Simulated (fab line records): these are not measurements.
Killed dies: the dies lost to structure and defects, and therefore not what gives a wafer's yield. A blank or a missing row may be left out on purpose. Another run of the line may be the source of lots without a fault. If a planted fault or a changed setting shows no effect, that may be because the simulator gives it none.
Which tool is to blame? :: flow nand-harc :: 13 lots with 37 wafers sampled at 5 steps, on a route of 1159 steps

== WHAT EACH GAUGE READ, for each wafer ==
NHARC_END_SORT_01. Usual: killed-at-array 26, standard deviation 9.1; killed-at-other 0.7, standard deviation 0.9; killed-at-periphery 3.6, standard deviation 2.8; killed-dies 30, standard deviation 9.2; killed-open 3.0, standard deviation 1.9; killed-short 2.0, standard deviation 1.4.
lot: L650
measured: day 23 11:47
on: prober-02
killed-at-array: 672
killed-at-other: 1
killed-at-periphery: 4
killed-dies: 677
killed-open: 4
killed-short: 1
flag: OFF

== WHICH TOOL RAN EACH LOT (tool, then ch and the chambers of the sampled wafers, then the start) ==
lot: L639
NHARC_A_STAIRCASE_ETCH_21: rie-diel-01 ch 0,2,3, day 11 13:17 or earlier
NHARC_A_STAIRCASE_TRIM_24: rie-diel-01 ch 0,1,3, day 11 13:17 or earlier
NHARC_A_STAIRCASE_ETCH_194: rie-diel-01 ch 0,1,2, day 11 13:17 or earlier
NHARC_A_STAIRCASE_ETCH_201: rie-diel-01 ch 0,1,3, day 11 13:17

lot: L640
NHARC_A_STAIRCASE_ETCH_21: rie-diel-08 ch 1,3, day 11 13:34 or earlier
NHARC_A_STAIRCASE_TRIM_24: rie-diel-08 ch 2,3, day 11 13:34 or earlier
NHARC_A_STAIRCASE_ETCH_194: rie-diel-02 ch 0,1,2, day 11 13:34 or earlier
NHARC_A_STAIRCASE_ETCH_201: rie-diel-02 ch 0,1,2, day 11 13:34

lot: L643
NHARC_A_STAIRCASE_ETCH_21: rie-diel-01 ch 0,1,3, day 11 21:26 or earlier
NHARC_A_STAIRCASE_TRIM_24: rie-diel-01 ch 2,3, day 11 21:26 or earlier
NHARC_A_STAIRCASE_ETCH_194: rie-diel-01 ch 0,1, day 11 21:26 or earlier
NHARC_A_STAIRCASE_ETCH_201: rie-diel-01 ch 0,1,2, day 11 21:26

lot: L642
NHARC_A_STAIRCASE_ETCH_21: rie-diel-01 ch 0,1,2, day 11 23:05 or earlier
NHARC_A_STAIRCASE_TRIM_24: rie-diel-01 ch 1,2, day 11 23:05 or earlier
NHARC_A_STAIRCASE_ETCH_194: rie-diel-01 ch 0,1,2, day 11 23:05 or earlier
NHARC_A_STAIRCASE_ETCH_201: rie-diel-02 ch 0,1,2, day 11 23:05

lot: L641
NHARC_A_STAIRCASE_ETCH_21: rie-diel-01 ch 0,1, day 12 03:13 or earlier
NHARC_A_STAIRCASE_TRIM_24: rie-diel-01 ch 0,1, day 12 03:13 or earlier
NHARC_A_STAIRCASE_ETCH_194: rie-diel-08 ch 0,1, day 12 03:13 or earlier
NHARC_A_STAIRCASE_ETCH_201: rie-diel-02 ch 2,3, day 12 03:13

lot: L644
NHARC_A_STAIRCASE_ETCH_21: rie-diel-01 ch 1,2,3, day 12 07:52 or earlier
NHARC_A_STAIRCASE_TRIM_24: rie-diel-01 ch 1,2, day 12 07:52 or earlier
NHARC_A_STAIRCASE_ETCH_194: rie-diel-01 ch 1,3, day 12 07:52 or earlier
NHARC_A_STAIRCASE_ETCH_201: rie-diel-01 ch 1,2,3, day 12 07:52

lot: L645
NHARC_A_STAIRCASE_ETCH_21: rie-diel-01 ch 0,3, day 13 03:28 or earlier
NHARC_A_STAIRCASE_TRIM_24: rie-diel-01 ch 1,2, day 13 03:28 or earlier
NHARC_A_STAIRCASE_ETCH_194: rie-diel-02 ch 0,2,3, day 13 03:28 or earlier
NHARC_A_STAIRCASE_ETCH_201: rie-diel-02 ch 1,2,3, day 13 03:28

lot: L649
NHARC_A_STAIRCASE_ETCH_21: rie-diel-01 ch 1,2, day 13 07:56 or earlier
NHARC_A_STAIRCASE_TRIM_24: rie-diel-01 ch 0,1, day 13 07:56 or earlier
NHARC_A_STAIRCASE_ETCH_194: rie-diel-08 ch 0,3, day 13 07:56 or earlier
NHARC_A_STAIRCASE_ETCH_201: rie-diel-02 ch 2,3, day 13 07:56

lot: L650
NHARC_A_STAIRCASE_ETCH_21: rie-diel-02 ch 0, day 14 16:15 or earlier
NHARC_A_STAIRCASE_TRIM_24: rie-diel-02 ch 2, day 14 16:15 or earlier
NHARC_A_STAIRCASE_ETCH_194: rie-diel-02 ch 1, day 14 16:15 or earlier
NHARC_A_STAIRCASE_ETCH_201: rie-diel-02 ch 0, day 14 16:15

lot: L657
NHARC_A_STAIRCASE_ETCH_21: rie-diel-08 ch 0,3, day 15 08:20 or earlier
NHARC_A_STAIRCASE_TRIM_24: rie-diel-08 ch 0,2, day 15 08:20 or earlier
NHARC_A_STAIRCASE_ETCH_194: rie-diel-08 ch 0,1,2, day 15 08:20 or earlier
NHARC_A_STAIRCASE_ETCH_201: rie-diel-08 ch 1,2, day 15 08:20

lot: L659
NHARC_A_STAIRCASE_ETCH_21: rie-diel-08 ch 0,2,3, day 16 00:15 or earlier
NHARC_A_STAIRCASE_TRIM_24: rie-diel-08 ch 0,3, day 16 00:15 or earlier
NHARC_A_STAIRCASE_ETCH_194: rie-diel-08 ch 0,1, day 16 00:15 or earlier
NHARC_A_STAIRCASE_ETCH_201: rie-diel-08 ch 0,2,3, day 16 00:15

lot: L658
NHARC_A_STAIRCASE_ETCH_21: rie-diel-02 ch 0,1,2, day 16 03:44 or earlier
NHARC_A_STAIRCASE_TRIM_24: rie-diel-02 ch 0,1,2, day 16 03:44 or earlier
NHARC_A_STAIRCASE_ETCH_194: rie-diel-08 ch 1,3, day 16 03:44 or earlier
NHARC_A_STAIRCASE_ETCH_201: rie-diel-01 ch 0,1,3, day 16 03:44

lot: L662
NHARC_A_STAIRCASE_ETCH_21: rie-diel-08 ch 1,2, day 16 18:57 or earlier
NHARC_A_STAIRCASE_TRIM_24: rie-diel-08 ch 0,1,3, day 16 18:57 or earlier
NHARC_A_STAIRCASE_ETCH_194: rie-diel-08 ch 0,1,2, day 16 18:57 or earlier
NHARC_A_STAIRCASE_ETCH_201: rie-diel-08 ch 0,1,3, day 16 18:57
- NHARC_A_STAIRCASE_ETCH_21: etches the open film in C4F8/O2, target depth 100 nm, time 40.5 s.
- NHARC_A_STAIRCASE_TRIM_24: chemistry O2, time 211.2 s.
- NHARC_A_STAIRCASE_ETCH_194: etches the open film in C4F8/O2, target depth 100 nm, time 40.5 s.
- NHARC_A_STAIRCASE_ETCH_201: etches the open film in C4F8/O2, target depth 100 nm, time 40.5 s.

== WHAT THE TOOLS THEMSELVES READ (means of the sampled wafers that have a number; where no wafer has one, the mark that the record gives instead) ==
NHARC_A_STAIRCASE_ETCH_21. Usual: oes-product-au 0.936 a.u., standard deviation 0.013; rf-vpp-V 895 V, standard deviation 4.
lot: L639
tool: rie-diel-01
oes-product-au (a.u.): 0.942
rf-vpp-V (V): 893
flag: 

lot: L640
tool: rie-diel-08
oes-product-au (a.u.): 0.931
rf-vpp-V (V): 898
flag: 

lot: L643
tool: rie-diel-01
oes-product-au (a.u.): 0.929
rf-vpp-V (V): 895
flag: 

lot: L642
tool: rie-diel-01
oes-product-au (a.u.): 0.935
rf-vpp-V (V): 896
flag: 

lot: L641
tool: rie-diel-01
oes-product-au (a.u.): 0.940
rf-vpp-V (V): 894
flag: 

lot: L644
tool: rie-diel-01
oes-product-au (a.u.): 0.933
rf-vpp-V (V): 895
flag: 

lot: L645
tool: rie-diel-01
oes-product-au (a.u.): 0.918
rf-vpp-V (V): 891
flag: 

lot: L649
tool: rie-diel-01
oes-product-au (a.u.): 0.936
rf-vpp-V (V): 897
flag: 

lot: L650
tool: rie-diel-02
oes-product-au (a.u.): 0.952
rf-vpp-V (V): 896
flag: 

lot: L657
tool: rie-diel-08
oes-product-au (a.u.): 0.922
rf-vpp-V (V): 892
flag: 

lot: L659
tool: rie-diel-08
oes-product-au (a.u.): 0.941
rf-vpp-V (V): 896
flag: 

lot: L658
tool: rie-diel-02
oes-product-au (a.u.): 0.930
rf-vpp-V (V): 895
flag: 

lot: L662
tool: rie-diel-08
oes-product-au (a.u.): 0.947
rf-vpp-V (V): 897
flag: 

NHARC_A_STAIRCASE_TRIM_24. Usual: drypump-motor-current-A 5.8 A, standard deviation 0.45; oes-product-au 0.995 a.u., standard deviation 0.011; rf-vpp-V 57.7 V, standard deviation 0.89; showerhead-plenum-p-Torr 3.50 Torr, standard deviation 0.11; throttle-valve-pct 17.036 %, standard deviation 0.0093.
lot: L639
tool: rie-diel-01
drypump-motor-current-A (A): 5.9
oes-product-au (a.u.): 0.984
rf-vpp-V (V): 57.0
showerhead-plenum-p-Torr (Torr): 3.47
throttle-valve-pct (%): 17.042
flag: 

lot: L640
tool: rie-diel-08
drypump-motor-current-A (A): 5.7
oes-product-au (a.u.): 0.992
rf-vpp-V (V): 59.0
showerhead-plenum-p-Torr (Torr): 3.64
throttle-valve-pct (%): 17.040
flag: 

lot: L643
tool: rie-diel-01
drypump-motor-current-A (A): 5.8
oes-product-au (a.u.): 0.988
rf-vpp-V (V): 57.2
showerhead-plenum-p-Torr (Torr): 3.44
throttle-valve-pct (%): 17.037
flag: 

lot: L642
tool: rie-diel-01
drypump-motor-current-A (A): 5.8
oes-product-au (a.u.): 0.994
rf-vpp-V (V): 57.4
showerhead-plenum-p-Torr (Torr): 3.58
throttle-valve-pct (%): 17.032
flag: 

lot: L641
tool: rie-diel-01
drypump-motor-current-A (A): 6.3
oes-product-au (a.u.): 0.990
rf-vpp-V (V): 58.0
showerhead-plenum-p-Torr (Torr): 3.51
throttle-valve-pct (%): 17.035
flag: 

lot: L644
tool: rie-diel-01
drypump-motor-current-A (A): 5.8
oes-product-au (a.u.): 0.997
rf-vpp-V (V): 58.0
showerhead-plenum-p-Torr (Torr): 3.58
throttle-valve-pct (%): 17.033
flag: 

lot: L645
tool: rie-diel-01
drypump-motor-current-A (A): 5.8
oes-product-au (a.u.): 0.996
rf-vpp-V (V): 58.1
showerhead-plenum-p-Torr (Torr): 3.53
throttle-valve-pct (%): 17.043
flag: 

lot: L649
tool: rie-diel-01
drypump-motor-current-A (A): 6.3
oes-product-au (a.u.): 0.997
rf-vpp-V (V): 57.8
showerhead-plenum-p-Torr (Torr): 3.50
throttle-valve-pct (%): 17.038
flag: 

lot: L650
tool: rie-diel-02
drypump-motor-current-A (A): 5.9
oes-product-au (a.u.): 0.994
rf-vpp-V (V): 58.6
showerhead-plenum-p-Torr (Torr): 3.38
throttle-valve-pct (%): 17.049
flag: 

lot: L657
tool: rie-diel-08
drypump-motor-current-A (A): 6.0
oes-product-au (a.u.): 0.994
rf-vpp-V (V): 58.9
showerhead-plenum-p-Torr (Torr): 3.53
throttle-valve-pct (%): 17.025
flag: 

lot: L659
tool: rie-diel-08
drypump-motor-current-A (A): 5.8
oes-product-au (a.u.): 1.006
rf-vpp-V (V): 57.3
showerhead-plenum-p-Torr (Torr): 3.42
throttle-valve-pct (%): 17.032
flag: 

lot: L658
tool: rie-diel-02
drypump-motor-current-A (A): 5.7
oes-product-au (a.u.): 0.995
rf-vpp-V (V): 57.4
showerhead-plenum-p-Torr (Torr): 3.51
throttle-valve-pct (%): 17.040
flag: 

lot: L662
tool: rie-diel-08
drypump-motor-current-A (A): 5.5
oes-product-au (a.u.): 1.001
rf-vpp-V (V): 57.0
showerhead-plenum-p-Torr (Torr): 3.45
throttle-valve-pct (%): 17.040
flag: 

NHARC_A_STAIRCASE_ETCH_194. Usual: oes-product-au 0.937 a.u., standard deviation 0.012; rf-vpp-V 895 V, standard deviation 4.
lot: L639
tool: rie-diel-01
oes-product-au (a.u.): 0.932
rf-vpp-V (V): 896
flag: 

lot: L640
tool: rie-diel-02
oes-product-au (a.u.): 0.946
rf-vpp-V (V): 895
flag: 

lot: L643
tool: rie-diel-01
oes-product-au (a.u.): 0.930
rf-vpp-V (V): 895
flag: 

lot: L642
tool: rie-diel-01
oes-product-au (a.u.): 0.932
rf-vpp-V (V): 896
flag: 

lot: L641
tool: rie-diel-08
oes-product-au (a.u.): 0.936
rf-vpp-V (V): 892
flag: 

lot: L644
tool: rie-diel-01
oes-product-au (a.u.): 0.942
rf-vpp-V (V): 893
flag: 

lot: L645
tool: rie-diel-02
oes-product-au (a.u.): 0.936
rf-vpp-V (V): 894
flag: 

lot: L649
tool: rie-diel-08
oes-product-au (a.u.): 0.932
rf-vpp-V (V): 893
flag: 

lot: L650
tool: rie-diel-02
oes-product-au (a.u.): 0.928
rf-vpp-V (V): 900
flag: 

lot: L657
tool: rie-diel-08
oes-product-au (a.u.): 0.927
rf-vpp-V (V): 893
flag: 

lot: L659
tool: rie-diel-08
oes-product-au (a.u.): 0.944
rf-vpp-V (V): 891
flag: 

lot: L658
tool: rie-diel-08
oes-product-au (a.u.): 0.926
rf-vpp-V (V): 897
flag: 

lot: L662
tool: rie-diel-08
oes-product-au (a.u.): 0.951
rf-vpp-V (V): 893
flag: 

NHARC_A_STAIRCASE_ETCH_201. Usual: oes-product-au 0.941 a.u., standard deviation 0.017; rf-vpp-V 895 V, standard deviation 4.
lot: L639
tool: rie-diel-01
oes-product-au (a.u.): 0.944
rf-vpp-V (V): 896
flag: 

lot: L640
tool: rie-diel-02
oes-product-au (a.u.): 0.940
rf-vpp-V (V): 897
flag: 

lot: L643
tool: rie-diel-01
oes-product-au (a.u.): 0.926
rf-vpp-V (V): 897
flag: 

lot: L642
tool: rie-diel-02
oes-product-au (a.u.): 0.944
rf-vpp-V (V): 896
flag: 

lot: L641
tool: rie-diel-02
oes-product-au (a.u.): 0.944
rf-vpp-V (V): 892
flag: 

lot: L644
tool: rie-diel-01
oes-product-au (a.u.): 0.938
rf-vpp-V (V): 895
flag: 

lot: L645
tool: rie-diel-02
oes-product-au (a.u.): 0.940
rf-vpp-V (V): 895
flag: 

lot: L649
tool: rie-diel-02
oes-product-au (a.u.): 0.938
rf-vpp-V (V): 893
flag: 

lot: L650
tool: rie-diel-02
oes-product-au (a.u.): 0.753
rf-vpp-V (V): 897
flag: OFF

lot: L657
tool: rie-diel-08
oes-product-au (a.u.): 0.939
rf-vpp-V (V): 895
flag: 

lot: L659
tool: rie-diel-08
oes-product-au (a.u.): 0.923
rf-vpp-V (V): 895
flag: 

lot: L658
tool: rie-diel-01
oes-product-au (a.u.): 0.947
rf-vpp-V (V): 894
flag: 

lot: L662
tool: rie-diel-08
oes-product-au (a.u.): 0.932
rf-vpp-V (V): 892
flag: 

== THE ANSWER, worked out from the rows above alone ==
Rule: a lot is off if the mean of its wafers that have a number lies more than 3 standard deviations from the usual mean. Also off: a lot with no number at a reading for which 4 or more lots have one. Where the step has rows for the other lots, those lots are counted as sound. First the gauges in route order, then the tools' own readings, where a lot's mean is used as printed above. At the first step where some lot is off, the reading lying furthest off is the one used; lots without a number count as furthest.
Off, at NHARC_END_SORT_01 on killed-at-array: L650. Neither off nor sound, because the step has no rows for them: L639, L640, L643, L642, L641, L644, L645, L649, L657, L659, L658, L662.
A tool fits if, at a process step before that reading, it ran every lot that is off, and no sound lot after the first of them. The gauges at NHARC_END_SORT_01 aren't tried: what is off there is off at NHARC_A_STAIRCASE_ETCH_201 too, on other tools, and a gauge's error can't cause that. NHARC_A_STAIRCASE_ETCH_21: start missing for some lots; hours and lot order therefore follow NHARC_A_STAIRCASE_ETCH_201. NHARC_A_STAIRCASE_TRIM_24: start missing for some lots; hours and lot order therefore follow NHARC_A_STAIRCASE_ETCH_201. NHARC_A_STAIRCASE_ETCH_194: start missing for some lots; hours and lot order therefore follow NHARC_A_STAIRCASE_ETCH_201. One candidate fits, namely rie-diel-02 at NHARC_A_STAIRCASE_ETCH_21 and NHARC_A_STAIRCASE_TRIM_24 and NHARC_A_STAIRCASE_ETCH_194 and NHARC_A_STAIRCASE_ETCH_201. It ran no sound lot before its first lot that is off in this sample, so the start can't be narrowed down.

== WHAT THE SIMULATOR HAD PUT IN ==
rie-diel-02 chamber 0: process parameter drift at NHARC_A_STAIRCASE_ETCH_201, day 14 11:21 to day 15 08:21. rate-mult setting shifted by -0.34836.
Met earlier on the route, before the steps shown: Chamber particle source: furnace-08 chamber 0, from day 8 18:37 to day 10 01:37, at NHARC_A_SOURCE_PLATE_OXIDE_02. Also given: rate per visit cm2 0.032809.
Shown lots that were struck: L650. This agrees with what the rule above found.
